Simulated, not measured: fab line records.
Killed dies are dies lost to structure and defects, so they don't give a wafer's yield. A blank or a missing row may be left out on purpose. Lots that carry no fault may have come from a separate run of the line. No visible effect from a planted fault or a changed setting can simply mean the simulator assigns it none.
Lot-split experiment | flow n5_finfet | on a route of 1938 steps: 7 lots, 21 wafers read

ABOUT THE SPLIT
At N5_SD_EPI_N_COAT_33 (time 60 s, resist thk 35 nm), the setting spin_rpm was moved away from the recipe's 1500 rpm on 10 of the 21 wafers read, by -10.0% to +10.5%. This setting was run at the recipe's value on the other wafers.

FROM THE SPLIT TO THE READING: what the file shows between them, 8 steps
- N5_SD_EPI_N_EXPOSE_06: exposes mask SD N BLK, target cd 120 nm (also split here: dose_mj)
- N5_SD_EPI_N_PEB_07: peb time 60 s
- N5_SD_EPI_N_DEVELOP_08: develop time 30 s
- N5_SD_EPI_N_CD_MEAS_09: target cd 120 nm
- N5_SD_EPI_N_DESCUM_14: chemistry O2, time 7.9 s
- N5_SD_EPI_N_ETCH_34: etches SiARC in CF4, target depth 45.5 nm, time 75.8 s
- N5_SD_EPI_N_ETCH_35: etches SOC in N2/H2, overetch 108 nm, time 486 s
- N5_SD_EPI_N_STRIP_36: strips in N2/H2

THE READING
SiARC_of_SD_EPI_N_COAT_33.thk_nm (the simulator's own value, which no gauge read), in nm, at N5_SD_EPI_N_ETCHBACK_44 (etches SiNx in CH3F/O2, stops on SiO2, target depth 14.5 nm). The file gives no usual value for it. Average 16.0 nm, standard deviation 0.26 nm, over the 11 wafers here run with the recipe.

wafer  | tool, chamber at the split | spin_rpm as run, rpm | against the recipe | SiARC_of_SD_EPI_N_COAT_33.thk_nm, nm | against lot-mates on the recipe
L080.1 | litho_track-04, 0          | 1500                 | recipe             | 16.4                                 | -
L080.2 | litho_track-04, 0          | 1657                 | +10.5%             | 14.4                                 | -1.7
L080.6 | litho_track-04, 0          | 1500                 | recipe             | 15.8                                 | -
L081.2 | litho_track-04, 0          | 1455                 | -3.0%              | 16.2                                 | +0.2
L081.5 | litho_track-04, 0          | 1500                 | recipe             | 16                                   | -
L081.6 | litho_track-04, 0          | 1455                 | -3.0%              | 16.4                                 | +0.4
L083.1 | litho_track-04, 0          | 1500                 | recipe             | 15.8                                 | -
L083.2 | litho_track-04, 0          | 1500                 | recipe             | 16                                   | -
L083.6 | litho_track-04, 0          | 1500                 | recipe             | 15.6                                 | -
L087.2 | litho_track-04, 0          | 1500                 | recipe             | 16                                   | -
L087.5 | litho_track-04, 0          | 1500                 | recipe             | 16                                   | -
L087.6 | litho_track-04, 0          | 1500                 | recipe             | 16                                   | -
L089.1 | litho_track-01, 0          | 1631                 | +8.7%              | 14.8                                 | no lot-mate on the recipe
L089.3 | litho_track-01, 0          | 1631                 | +8.7%              | 15                                   | no lot-mate on the recipe
L089.4 | litho_track-01, 0          | 1631                 | +8.7%              | 15                                   | no lot-mate on the recipe
L092.1 | litho_track-05, 0          | 1350                 | -10.0%             | 18.2                                 | +1.6
L092.3 | litho_track-05, 0          | 1350                 | -10.0%             | 18                                   | +1.4
L092.5 | litho_track-05, 0          | 1500                 | recipe             | 16.6                                 | -
L096.1 | litho_track-01, 0          | 1500                 | recipe             | 16                                   | -
L096.3 | litho_track-01, 0          | 1411                 | -5.9%              | 17                                   | +1.0
L096.6 | litho_track-01, 0          | 1411                 | -5.9%              | 17.2                                 | +1.2

THE FIT
A straight line over all 21 wafers: SiARC_of_SD_EPI_N_COAT_33.thk_nm changes by -0.162 nm for each +1% of spin_rpm; r = -0.96; the points scatter about the line by 0.29 nm.
The same after taking each lot's own level away (the mean of its wafers on the recipe; 18 wafers): -0.158 nm for each +1%; r = -0.98; scatter 0.17 nm.
That fit puts the effect of the largest move of spin_rpm on the reading at 1.7 nm.
Across the lots, their own levels run from 15.80 to 16.60 nm, a range of 3.1 times the standard deviation given above.
The two slopes agree, so the slope changes little with the lot-to-lot level.
Check: with one of the wafers moved furthest among these (+10.5%) left out of the fit, the line predicts -1.65 nm for it against its lot-mates. It came out at -1.7 nm against them.

OTHER SPLITS ON THESE WAFERS
Other splits were also applied to these wafers ahead of the reading. Each is held against what the fit with the lots' levels taken away leaves over:
other split on the same wafers        | wafers away from the commonest value | r with SiARC_of_SD_EPI_N_COAT_33.thk_nm (lot level and that fit taken away)
N5_WELL_APT_COAT_02 spin_rpm          | 9                                    | -0.01
N5_FIN_SAQP_PECVD_06 time_s           | 6                                    | +0.24
N5_FIN_SAQP_DEVELOP_15 develop_time_s | 4                                    | -0.40
N5_SD_EPI_N_EXPOSE_06 dose_mj         | 6                                    | +0.05

THE WHOLE CHAIN: every reading that the file lists as answering this split, in the file's order
step                    | what it does                                                | reading                                                                                   | change (the file's fit)               | r (the file's)
N5_SD_EPI_N_COAT_33     | time 60 s, resist thk 35 nm                                 | SiARC_of_SD_EPI_N_COAT_33.thk_nm (the simulator's own value, which no gauge read)         | -0.183 nm for each +1% of the setting | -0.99
N5_SD_EPI_N_ETCH_34     | etches SiARC in CF4, target depth 45.5 nm, time 75.8 s      | etch.depth_nm (the simulator's own value, which no gauge read)                            | -0.179 nm for each +1% of the setting | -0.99
N5_SD_EPI_N_ETCH_34     | etches SiARC in CF4, target depth 45.5 nm, time 75.8 s      | CAR-ArF-block_of_SD_EPI_N_COAT_03.thk_nm (the simulator's own value, which no gauge read) | +0.158 nm for each +1% of the setting | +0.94
N5_SD_EPI_N_ETCH_35     | etches SOC in N2/H2, overetch 108 nm, time 486 s            | SiARC_of_SD_EPI_N_COAT_33.thk_nm (the simulator's own value, which no gauge read)         | -0.173 nm for each +1% of the setting | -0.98
N5_SD_EPI_N_ETCHBACK_44 | etches SiNx in CH3F/O2, stops on SiO2, target depth 14.5 nm | SiARC_of_SD_EPI_N_COAT_33.thk_nm (the simulator's own value, which no gauge read)         | -0.158 nm for each +1% of the setting | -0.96

THE FILE'S OWN FIT
SiARC_of_SD_EPI_N_COAT_33.thk_nm changes by -0.158 nm for each +1% of spin_rpm, r = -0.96.
